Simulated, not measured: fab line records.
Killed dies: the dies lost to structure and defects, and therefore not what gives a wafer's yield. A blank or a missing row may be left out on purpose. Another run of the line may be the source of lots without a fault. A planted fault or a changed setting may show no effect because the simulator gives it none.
Split-lot trial / flow n5-finfet / 21 wafers read from 7 lots, route of 1938 steps

ABOUT THE SPLIT
At N5_ZERO_LAYER_EXPOSE_08 (exposes mask ZERO, defocus 0 nm, target cd 2000 nm), the setting dose-mj was moved away from the recipe's 16.2 on 7 of the 21 wafers read, by -6.4% to -2.3%. For the rest of the wafers, this setting stayed at what the recipe calls for.

FROM THE SPLIT TO THE READING: what the file shows between them, 3 steps
- N5_ZERO_LAYER_PEB_09
- N5_ZERO_LAYER_DEVELOP_10: develop time 60 s
- N5_ZERO_LAYER_HARDBAKE_23: time 120 s

THE READING
cd-nm, in nm, at N5_ZERO_LAYER_CD_MEAS_11 (target cd 2000 nm). On this fab line, fault-free wafers typically give 1999.7 nm with a standard deviation of 1.4 nm.

wafer=L075.3; tool, chamber at the split=krf-scanner-02, 0; dose-mj as run=16.2; against the recipe=recipe; cd-nm, nm=1998.7; against lot-mates on the recipe=-
wafer=L075.4; tool, chamber at the split=krf-scanner-02, 0; dose-mj as run=16.2; against the recipe=recipe; cd-nm, nm=1998.6; against lot-mates on the recipe=-
wafer=L075.6; tool, chamber at the split=krf-scanner-02, 0; dose-mj as run=16.2; against the recipe=recipe; cd-nm, nm=1998.9; against lot-mates on the recipe=-
wafer=L076.3; tool, chamber at the split=krf-scanner-02, 0; dose-mj as run=15.83; against the recipe=-2.3%; cd-nm, nm=1995.2; against lot-mates on the recipe=no lot-mate on the recipe
wafer=L076.5; tool, chamber at the split=krf-scanner-02, 0; dose-mj as run=15.83; against the recipe=-2.3%; cd-nm, nm=1996.0; against lot-mates on the recipe=no lot-mate on the recipe
wafer=L076.6; tool, chamber at the split=krf-scanner-02, 0; dose-mj as run=15.83; against the recipe=-2.3%; cd-nm, nm=1996.8; against lot-mates on the recipe=no lot-mate on the recipe
wafer=L077.1; tool, chamber at the split=krf-scanner-01, 0; dose-mj as run=16.2; against the recipe=recipe; cd-nm, nm=1998.3; against lot-mates on the recipe=-
wafer=L077.2; tool, chamber at the split=krf-scanner-01, 0; dose-mj as run=15.72; against the recipe=-3.0%; cd-nm, nm=1994.4; against lot-mates on the recipe=-4.3
wafer=L077.3; tool, chamber at the split=krf-scanner-01, 0; dose-mj as run=16.2; against the recipe=recipe; cd-nm, nm=1999.2; against lot-mates on the recipe=-
wafer=L080.2; tool, chamber at the split=krf-scanner-02, 0; dose-mj as run=16.2; against the recipe=recipe; cd-nm, nm=1999.9; against lot-mates on the recipe=-
wafer=L080.3; tool, chamber at the split=krf-scanner-02, 0; dose-mj as run=16.2; against the recipe=recipe; cd-nm, nm=2000.2; against lot-mates on the recipe=-
wafer=L080.5; tool, chamber at the split=krf-scanner-02, 0; dose-mj as run=16.2; against the recipe=recipe; cd-nm, nm=1998.9; against lot-mates on the recipe=-
wafer=L081.3; tool, chamber at the split=krf-scanner-01, 0; dose-mj as run=16.2; against the recipe=recipe; cd-nm, nm=2000.5; against lot-mates on the recipe=-
wafer=L081.5; tool, chamber at the split=krf-scanner-01, 0; dose-mj as run=16.2; against the recipe=recipe; cd-nm, nm=1998.9; against lot-mates on the recipe=-
wafer=L081.6; tool, chamber at the split=krf-scanner-01, 0; dose-mj as run=16.2; against the recipe=recipe; cd-nm, nm=2000.2; against lot-mates on the recipe=-
wafer=L083.1; tool, chamber at the split=krf-scanner-02, 0; dose-mj as run=16.2; against the recipe=recipe; cd-nm, nm=1998.1; against lot-mates on the recipe=-
wafer=L083.3; tool, chamber at the split=krf-scanner-02, 0; dose-mj as run=16.2; against the recipe=recipe; cd-nm, nm=1998.6; against lot-mates on the recipe=-
wafer=L083.4; tool, chamber at the split=krf-scanner-02, 0; dose-mj as run=15.17; against the recipe=-6.4%; cd-nm, nm=1985.1; against lot-mates on the recipe=-13.2
wafer=L093.1; tool, chamber at the split=krf-scanner-01, 0; dose-mj as run=15.2; against the recipe=-6.2%; cd-nm, nm=1988.8; against lot-mates on the recipe=-11.7
wafer=L093.4; tool, chamber at the split=krf-scanner-01, 0; dose-mj as run=15.2; against the recipe=-6.2%; cd-nm, nm=1989.1; against lot-mates on the recipe=-11.4
wafer=L093.5; tool, chamber at the split=krf-scanner-01, 0; dose-mj as run=16.2; against the recipe=recipe; cd-nm, nm=2000.5; against lot-mates on the recipe=-

FIT RESULTS
A straight line over all 21 wafers: cd-nm changes by +1.82 nm for each +1% of dose-mj; r = +0.97; the points scatter about the line by 1.1 nm.
The same after taking each lot's own level away (the mean of its wafers on the recipe; 18 wafers): +1.92 nm for each +1%; r = +0.99; scatter 0.61 nm.
On that fit, the largest move of dose-mj shifts the reading by 12 nm.
From 1998.35 to 2000.50 nm: that is the span of the lots' own levels, equal to 1.5 times the standard deviation above.
Consequently the slope shifts little with the lot-to-lot level, the two slopes agreeing.
Check: -11.6 nm against its lot-mates is what the line predicts for one of the wafers moved furthest among these (-6.4%) when that wafer is left out of the fit. Against them it came out at -13.2 nm.

THE WHOLE CHAIN: every reading that the file lists as answering this split, in the file's order
step=N5_ZERO_LAYER_CD_MEAS_11; what it does=target cd 2000 nm; reading=cd-nm; change (the file's fit)=+1.93 nm for each +1% of the setting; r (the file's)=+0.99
step=N5_ZERO_LAYER_DESCUM_16; what it does=chemistry O2, time 7.9 s; reading=ZERO_LAYER.cd-nm (the simulator's own value, which no gauge read); change (the file's fit)=+1.95 nm for each +1% of the setting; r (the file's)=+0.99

THE FILE'S OWN FIT
cd-nm changes by +1.93 nm for each +1% of dose-mj, r = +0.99.
